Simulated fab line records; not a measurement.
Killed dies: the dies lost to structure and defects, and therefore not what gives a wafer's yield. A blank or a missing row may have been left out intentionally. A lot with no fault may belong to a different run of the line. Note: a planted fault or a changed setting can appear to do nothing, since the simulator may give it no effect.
A lot that was struck, set against a sound lot || flow n5_finfet || 18 out of 1938 route steps
Sound: the wafers L269.3, L269.4, L269.6. The struck wafers were L267.1, L267.4, L267.5. The cause comes at the end.
For every step that has rows: the tool of each side, followed by ch and its chambers, followed by its first start. Under that, the readings that differ: sound wafers || struck wafers || difference of the means || sigmas: that difference in standard deviations of wafers without a fault.
alike: a reading whose means differ by less than 2 such deviations, as well as words and numbers matching on both sides. not compared: withheld readings; readings where some wafer has no value; bounds like >300 that might hide an equal value; numbers whose values overlap and for which the record gives no deviation.
A row with sigmas, a row that says differs or no value, or rows on one side alone: a step with any of these is where the two part. When numbers do not overlap yet have no deviation, they are printed without sigmas and do not part them. A reading missing from all wafers of one side parts the sides only when that side holds two or more wafers.

first, 9 steps without rows for these wafers: N5_BEOL_M10_DESCUM_16 (chemistry O2, time 7.9 s); N5_BEOL_M10_ETCH_61 (etches SiARC in CF4, target depth 39 nm, time 65 s); N5_BEOL_M10_ETCH_62 (etches SOC in N2/H2, target depth 110 nm, overetch 22 nm, time 165 s); N5_BEOL_M10_STRIP_68 (strips in N2/H2); N5_BEOL_M10_STRIP_67 (strips in CF4); N5_BEOL_M10_HM_OPEN_17 (chemistry Cl2/BCl3, target TiN, target depth 20 nm, overetch 6 nm); N5_BEOL_M10_STRIP_19 (strips in O2); N5_BEOL_M10_COAT_63 (time 60 s, resist thk 100 nm); N5_BEOL_M10_COAT_64 (time 60 s, resist thk 30 nm).
N5_BEOL_M10_COAT_22: resist thk 90 nm.
  sound on litho_track-04 ch 0, day 14 16:47; struck on litho_track-05 ch 0, day 14 12:02
{"reading": "spin_speed_rpm (rpm)", "sound": "1500.8 1500.8 1500.8", "struck": "1465.5 1464.5 1467.5", "difference": -35.0, "sigmas": -37}
{"reading": "model.CAR-ArF_of_BEOL_M10_COAT_22.thk_nm (nm)", "sound": "90 90 89.8", "struck": "91 91.4 91.4", "difference": "+1", "sigmas": ""}
then, 6 steps without rows for these wafers: N5_BEOL_M10_EBR_24; N5_BEOL_M10_SOFTBAKE_23 (time 60 s); N5_BEOL_M10_EXPOSE_25 (exposes mask V9); N5_BEOL_M10_PEB_26 (peb time 60 s); N5_BEOL_M10_DEVELOP_27 (develop time 30 s); N5_BEOL_M10_DESCUM_33 (chemistry O2, time 7.9 s).
N5_BEOL_M10_ETCH_65: etches SiARC in CF4, target depth 39 nm, time 65 s.
  sound on rie_diel-05 ch 2,3, day 14 17:26; struck on rie_diel-01 ch 0,2,3, day 14 12:32
{"reading": "showerhead_plenum_p_Torr (Torr)", "sound": "2.27 2.27 2.20", "struck": "2.12 2.08 2.08", "difference": -0.15, "sigmas": -3}
{"reading": "model.CAR-ArF_of_BEOL_M10_COAT_22.thk_nm (nm)", "sound": "55.4 55.4 55.4", "struck": "56.6 56.8 56.8", "difference": "+1.3", "sigmas": ""}
  alike: bias_w, drypump_motor_current_A, etch_rf_on_time_s, oes_product_au, rf_fwd_power_W, rf_vpp_V, throttle_valve_pct
  not compared: rf_hours_counter_h
then, 1 step without rows for these wafers: N5_BEOL_M10_ETCH_66 (etches SOC in N2/H2, target depth 120 nm, overetch 24 nm, time 180 s).

WHERE THEY PART
Earliest at N5_BEOL_M10_COAT_22; latest, in this record, at N5_BEOL_M10_ETCH_65.

WHY: what the simulator had put in
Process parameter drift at N5_BEOL_M10_COAT_22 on litho_track-05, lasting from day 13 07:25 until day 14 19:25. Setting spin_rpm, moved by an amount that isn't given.
